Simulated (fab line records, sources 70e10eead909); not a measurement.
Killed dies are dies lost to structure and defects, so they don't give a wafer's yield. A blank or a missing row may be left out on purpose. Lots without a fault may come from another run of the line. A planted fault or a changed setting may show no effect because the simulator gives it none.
Problem report in the 8D (eight disciplines) form, filled by code | flow nand_harc | the parts of the form that need people (team, actions taken, sign-off) are left out

1. THE PROBLEM
killed_dies at NHARC_END_SORT_01 reads a mean of 189 on 6 wafers of 2 lots; wafers without a fault read 67 with a standard deviation of 16. That is +7.6 standard deviations from the usual mean.
First seen on wafer L879.1, day 26 01:53, on prober-02. The record holds 6 wafers of 2 lots with a number at this step. Rule for "out", or "out of limits": more than 4 standard deviations from the usual mean. The other wafers with a number count as sound.

2. WHAT IT IS AND WHAT IT IS NOT
question                    | is                           | is not
which readings at this step | killed_dies, killed_at_array | killed_at_periphery, killed_short
which lots                  | L879, L880                   | -
which wafers of those lots  | all that have a number       | -
read on which gauges        | prober-01, prober-02         | -
when                        | from day 26 01:53            | up to then (0 sound wafers)

3. SUSPECTS, AND WHAT RULES EACH OUT
Counting: a tool at a process step up to the reading stays a suspect if it ran every lot that is out and no sound lot after the first of them.
- the gauge at NHARC_END_SORT_01: ruled out. The wafers that are out were read on 2 gauges (prober-01, prober-02).
- rie_diel-03 at NHARC_A_CONTACT_ETCH_106 (etches the open film in CF4/O2, target depth 90 nm, overetch 9 nm, time 49.5 s): kept. It ran every lot that is out, first L879 (day 23 17:21), and no sound lot after that.
- rie_diel-03 at NHARC_A_CONTACT_STRIP_82 (strips in O2): kept. It ran every lot that is out, first L879 (day 23 20:42), and no sound lot after that. NHARC_A_CONTACT_STRIP_82 gives no start for some lots, so the hours and the order of its lots are those of NHARC_A_CONTACT_OVL_MEAS_09.
- rie_diel-03 at NHARC_A_CONTACT_ETCH_88 (etches the open film in CF4, target depth 39 nm, time 65 s): kept. It ran every lot that is out, first L879 (day 23 20:53), and no sound lot after that. Its own readings are out on those wafers: run_length_s.
Left after counting: rie_diel-03 at NHARC_A_CONTACT_ETCH_106, rie_diel-03 at NHARC_A_CONTACT_STRIP_82, rie_diel-03 at NHARC_A_CONTACT_ETCH_88.

4. THE CAUSE (what the simulator had put in)
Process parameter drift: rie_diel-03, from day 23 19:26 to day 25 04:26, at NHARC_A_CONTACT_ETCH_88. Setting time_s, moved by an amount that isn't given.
Counting left 3 suspects, and this tool is among them.

5. THE CHAIN OF EFFECTS, in route order
Each row: a reading whose mean over the struck wafers that have a number lies more than 3 standard deviations from the usual. Only readings for which the record gives a usual standard deviation are gone through. hours: the time from each lot's start at the first step in this table that gives one to its start at this step, as a median over the lots. sigmas: the change in usual standard deviations.
hours | step                    | reading         | usual  | on struck wafers | change | sigmas
0     | NHARC_A_CONTACT_ETCH_88 | run_length_s    | 86.3 s | 68.6             | -17.7  | -37
55    | NHARC_END_SORT_01       | killed_at_array | 62     | 184              | +122   | +7.6
55    | NHARC_END_SORT_01       | killed_dies     | 67     | 189              | +122   | +7.6
The process steps in it:
- NHARC_A_CONTACT_ETCH_88: etches the open film in CF4, target depth 39 nm, time 65 s.

6. WHAT WOULD HAVE CAUGHT IT SOONER
In this record the first reading out of limits at a measuring or inspecting step was taken at day 26 01:53, 54 hours after the fault began at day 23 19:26.
The tool's own readings at NHARC_A_CONTACT_ETCH_88 were out on every struck wafer that the step has a row for (run_length_s): an alarm limit on them would have fired on the first of those.
All the lots that are out (2) had begun NHARC_A_CONTACT_ETCH_88 on rie_diel-03 by day 26 01:53. A hold on the tool at that time would have spared none of them.
